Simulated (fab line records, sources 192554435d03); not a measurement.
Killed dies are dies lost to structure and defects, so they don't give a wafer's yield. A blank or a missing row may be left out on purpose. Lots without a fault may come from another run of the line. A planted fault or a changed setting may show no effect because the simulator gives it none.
Problem report in the 8D (eight disciplines) form, filled by code | flow n5_finfet | the parts of the form that need people (team, actions taken, sign-off) are left out

1. THE PROBLEM
spin_speed_rpm at N5_BEOL_M2_COAT_05 reads a mean of 1402.8 rpm on 9 wafers of 3 lots; wafers without a fault read 1500.3 rpm with a standard deviation of 0.91. That is -99 or more standard deviations from the usual mean.
The step: resist thk 30 nm.
First seen on wafer L668.1, day 9 17:18, on litho_track-04. The record holds 33 wafers of 11 lots with a number at this step. Rule for "out", or "out of limits": more than 4 standard deviations from the usual mean. The other wafers with a number count as sound.

2. WHAT IT IS AND WHAT IT IS NOT
question                    | is                     | is not
which readings at this step | spin_speed_rpm         | -
which lots                  | L668, L670, L672       | L657, L658, L659, L660, L661, L663, L667, L680
which wafers of those lots  | all that have a number | -
read on which tools         | litho_track-04         | litho_track-01, litho_track-02
when                        | from day 9 17:18       | up to then (21 sound wafers); but 3 sound wafers of L680 came after

3. SUSPECTS, AND WHAT RULES EACH OUT
Counting: a tool at a process step up to the reading stays a suspect if it ran every lot that is out and no sound lot after the first of them.
- litho_track-04 at N5_BEOL_M2_COAT_05 (resist thk 30 nm): kept. It ran every lot that is out, first L668 (day 9 17:18), and no sound lot after that; its last sound lot up to then is L667 (day 9 06:26). Its own readings are out on those wafers: spin_speed_rpm.
Left after counting: litho_track-04 at N5_BEOL_M2_COAT_05.

4. THE CAUSE (what the simulator had put in)
Process parameter drift: litho_track-04, from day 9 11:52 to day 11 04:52, at N5_BEOL_M2_COAT_05. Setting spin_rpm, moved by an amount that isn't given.
Counting left only this tool.

5. THE CHAIN OF EFFECTS, in route order
Each row: a reading whose mean over the struck wafers that have a number lies more than 3 standard deviations from the usual. Only readings for which the record gives a usual standard deviation are gone through. hours: the time from each lot's start at the first step in this table that gives one to its start at this step, as a median over the lots. sigmas: the change in usual standard deviations.
hours | step               | reading        | usual      | on struck wafers | change | sigmas
0     | N5_BEOL_M2_COAT_05 | spin_speed_rpm | 1500.3 rpm | 1402.8           | -97.5  | -99 or more
The process steps in it:
- N5_BEOL_M2_COAT_05: resist thk 30 nm.
Later measuring or inspecting steps at which every struck wafer that the step has a row for has a number for every such reading, and none has moved that far: N5_BEOL_M4_RC_MEAS_101.

6. WHAT WOULD HAVE CAUGHT IT SOONER
In this record the first reading out of limits was taken at day 9 17:18, 5 hours after the fault began at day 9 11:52.
